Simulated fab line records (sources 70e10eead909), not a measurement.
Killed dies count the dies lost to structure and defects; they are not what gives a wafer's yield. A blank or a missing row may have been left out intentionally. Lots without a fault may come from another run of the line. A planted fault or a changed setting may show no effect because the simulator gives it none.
Which tool is to blame? | flow nand_harc | 12 lots, 36 wafers sampled, at 5 steps of a route of 1159

== WHAT EACH GAUGE READ, for each wafer ==
NHARC_A_BONDPAD_INSPECT_23.
lot  | measured     | on                | raw_defect_count
L932 | day 18 04:38 | defect_inspect-01 | 513 702 495
L933 | day 18 16:35 | defect_inspect-02 | 455 464 431
L935 | day 18 14:34 | defect_inspect-02 | 427 686
L946 | day 21 00:56 | defect_inspect-02 | 318 391 457
L945 | day 21 09:38 | defect_inspect-02 | 655 739 523
L947 | day 21 17:02 | defect_inspect-02 | 458 413 469
L948 | day 21 16:14 | defect_inspect-01 | 542 496 441
L950 | day 22 12:55 | defect_inspect-02 | 463 453 365
L949 | day 22 07:31 | defect_inspect-01 | 398 413 457
L952 | day 23 08:01 | defect_inspect-02 | 398 423 520
L953 | day 23 07:11 | defect_inspect-01 | 327 466 335
L954 | day 23 10:48 | defect_inspect-01 | 388 342 281

NHARC_THIN_TSV_THK_MEAS_02: measures by ir.
lot  | measured     | on            | thk_nm (nm)
L932 | day 18 16:12 | film_metro-02 | 3409 2910 3117
L933 | day 19 06:15 | film_metro-01 | 2811 2867 2599
L935 | day 19 03:49 | film_metro-02 | 3425 2958
L946 | day 21 13:01 | film_metro-01 | 3433 3222 3148
L945 | day 21 22:14 | film_metro-01 | 2830 3036 3163
L947 | day 22 04:53 | film_metro-02 | 3318 3147 3088
L948 | day 22 03:43 | film_metro-01 | 2892 3129 3057
L950 | day 22 21:59 | film_metro-01 | 3163 3257 2993
L949 | day 22 20:46 | film_metro-01 | 2926 2744 3060
L952 | day 23 23:07 | film_metro-02 | 2997 3077 2822
L953 | day 23 21:55 | film_metro-02 | 2455 2540 2675
L954 | day 24 00:19 | film_metro-01 | 2990 3059 2849

NHARC_END_SORT_01.
lot  | measured     | on        | defect_limited_yield (%) | killed_at_array | killed_at_other | killed_at_periphery | killed_dies | killed_open | killed_short | sort_bin_2_pct (%) | sort_bin_3_pct (%) | sort_bin_4_pct (%) | sort_n_pass | sort_rim_yield_pct (%) | sort_yield_pct (%)
L935 | day 19 19:42 | prober-01 | 0 98.5 97.8              | 9 10 13         | 0 0 0           | 668 0 2             | 677 10 15   | 0 1 4       | 3 1 3        | 99.1 0.4 0.9       | 0.15 0.30 0        | 0.7 0.7 1.3        | 0 667 662   | 0 100 99               | 0 98.5 97.8
L946 | day 22 08:06 | prober-01 | 98.1 96.8 96.8           | 12 21 19        | 0 0 0           | 1 1 3               | 13 22 22    | 2 6 6       | 2 4 7        | 1.0 0.6 1.0        | 0.15 0.15 0.15     | 0.7 2.5 2.1        | 664 655 655 | 97 96 99               | 98.1 96.8 96.8
L945 | day 22 16:44 | prober-01 | 94.2 94.4 94.5           | 35 36 35        | 1 0 0           | 3 2 2               | 39 38 37    | 4 2 4       | 3 1 1        | 1.6 1.3 1.8        | 0.30 0.59 0.30     | 3.8 3.7 3.4        | 638 639 640 | 94 93 92               | 94.2 94.4 94.5
L948 | day 22 23:43 | prober-01 | 94.8 96.0 95.0           | 33 26 33        | 0 0 0           | 2 1 1               | 35 27 34    | 6 1 5       | 3 3 2        | 1.3 1.5 1.8        | 0.30 0.15 0.15     | 3.5 2.4 3.1        | 642 650 643 | 91 94 93               | 94.8 96.0 95.0
L950 | day 23 12:40 | prober-02 | 94.8 97.5 97.5           | 29 12 15        | 2 2 1           | 4 3 1               | 35 17 17    | 4 2 0       | 2 2 2        | 2.2 1.0 0.7        | 0.44 0.15 0        | 2.5 1.3 1.8        | 642 660 660 | 95 97 93               | 94.8 97.5 97.5

== EACH LOT AND THE TOOL THAT RAN IT (in order: tool; ch and the chambers of the sampled wafers; start) ==
lot  | NHARC_P_BONDPAD_PVD_27       | NHARC_A_BONDPAD_ETCH_34
L932 | pvd_sputter-03, day 6 13:13  | rie_diel-12 ch 0,1, day 18 02:02
L933 | pvd_sputter-03, day 7 02:23  | rie_diel-12 ch 2,3, day 18 14:05
L935 | pvd_sputter-03, day 7 03:56  | rie_diel-12 ch 2,3, day 18 11:57
L946 | pvd_sputter-02, day 9 16:33  | rie_diel-12 ch 0,2, day 20 22:25
L945 | pvd_sputter-01, day 9 17:08  | rie_diel-09 ch 0,1,3, day 21 07:07
L947 | pvd_sputter-03, day 10 08:38 | rie_diel-12 ch 0,3, day 21 14:30
L948 | pvd_sputter-03, day 10 09:49 | rie_diel-12 ch 1,2,3, day 21 13:44
L950 | pvd_sputter-01, day 10 19:26 | rie_diel-12 ch 1,2,3, day 22 10:06
L949 | pvd_sputter-03, day 10 20:07 | rie_diel-12 ch 1,3, day 22 04:58
L952 | pvd_sputter-01, day 11 10:46 | rie_diel-09 ch 0,1,3, day 23 05:27
L953 | pvd_sputter-02, day 11 16:04 | rie_diel-12 ch 1,2,3, day 23 04:43
L954 | pvd_sputter-03, day 11 21:18 | rie_diel-12 ch 0,1,3, day 23 08:18
- NHARC_P_BONDPAD_PVD_27: deposits Cu, target thk 30 nm, time 20.49 s.
- NHARC_A_BONDPAD_ETCH_34: etches the open film in N2/H2, target depth 60 nm, overetch 18 nm, time 65.91 s.

== AS READ BY THE TOOLS THEMSELVES (means over the sampled wafers that have a number; for cases with no such wafer, the mark the record gives instead) ==
NHARC_P_BONDPAD_PVD_27.
lot  | tool           | throttle_valve_pct (%)
L932 | pvd_sputter-03 | 30.5
L933 | pvd_sputter-03 | 30.9
L935 | pvd_sputter-03 | 31.6
L946 | pvd_sputter-02 | 29.2
L945 | pvd_sputter-01 | 30.0
L947 | pvd_sputter-03 | 30.7
L948 | pvd_sputter-03 | 31.5
L950 | pvd_sputter-01 | 30.0
L949 | pvd_sputter-03 | 31.1
L952 | pvd_sputter-01 | 30.7
L953 | pvd_sputter-02 | 30.0
L954 | pvd_sputter-03 | 30.9

NHARC_A_BONDPAD_ETCH_34.
lot  | tool        | chamber_pressure_mTorr (mTorr) | drypump_motor_current_A (A) | mfc_ar_sccm (sccm) | oes_product_au (a.u.) | rf_vpp_V (V) | showerhead_plenum_p_Torr (Torr) | throttle_valve_pct (%)
L932 | rie_diel-12 | 30.011                         | 6.1                         | 0.001              | 0.998                 | 433.5        | 2.13                            | 14.174
L933 | rie_diel-12 | 30.003                         | 5.8                         | 0.012              | 1.005                 | 431.0        | 2.04                            | 14.177
L935 | rie_diel-12 | 29.986                         | 6.0                         | 0.018              | 1.004                 | 431.3        | 2.04                            | 14.165
L946 | rie_diel-12 | 30.013                         | 6.3                         | 0.012              | 1.004                 | 433.2        | 2.13                            | 14.171
L945 | rie_diel-09 | 30.003                         | 5.9                         | 0.010              | 0.992                 | 430.4        | 2.02                            | 14.170
L947 | rie_diel-12 | 29.994                         | 5.8                         | 0.000              | 1.002                 | 432.2        | 2.08                            | 14.173
L948 | rie_diel-12 | 30.022                         | 5.8                         | 0.013              | 0.996                 | 430.9        | 2.04                            | 14.165
L950 | rie_diel-12 | 29.980                         | 5.8                         | 0.013              | 1.001                 | 430.5        | 2.04                            | 14.178
L949 | rie_diel-12 | 30.008                         | 5.5                         | 0.001              | 1.003                 | 431.2        | 2.04                            | 14.173
L952 | rie_diel-09 | 30.020                         | 5.9                         | 0.010              | 0.990                 | 428.5        | 2.01                            | 14.181
L953 | rie_diel-12 | 30.012                         | 5.8                         | 0.013              | 1.000                 | 430.8        | 2.04                            | 14.173
L954 | rie_diel-12 | 30.016                         | 5.8                         | 0.001              | 1.004                 | 432.9        | 2.08                            | 14.176

== THE ANSWER, worked out from the rows above alone ==
Rule: the usual values come from the lots themselves. The widest of any qualifying gaps counts: lots, ordered by their means at a reading, are off when they make up no more than a third of the lots, leave a main group of 4 or more, and stand apart from it by 3 or more times the standard deviation of that group's means. Not used: any main group whose means are identical at the precision the tables above print for the reading. Also off: a lot with no number at a reading for which 4 or more lots have one. Where the step has rows for the other lots, those lots are counted as sound. Order of review: gauges by route order, followed by the tools' own readings, for which a lot's mean as printed above is used. The first step at which some lot is off is used, and at that step the reading that is off furthest; a lot without a number counts as furthest.
Off, at NHARC_END_SORT_01 on killed_at_periphery: L935. The main group: mean 2.0, standard deviation 0.53. Neither off nor sound, because the step has no rows for them: L932, L933, L947, L949, L952, L953, L954.
If a tool, at a process step before that reading, ran all the lots that are off and no sound lot after the first of them, it fits. The gauges at NHARC_END_SORT_01 are tried like those tools. Not one of the candidates tried fits.

== WHAT WAS PUT IN BY THE SIMULATOR ==
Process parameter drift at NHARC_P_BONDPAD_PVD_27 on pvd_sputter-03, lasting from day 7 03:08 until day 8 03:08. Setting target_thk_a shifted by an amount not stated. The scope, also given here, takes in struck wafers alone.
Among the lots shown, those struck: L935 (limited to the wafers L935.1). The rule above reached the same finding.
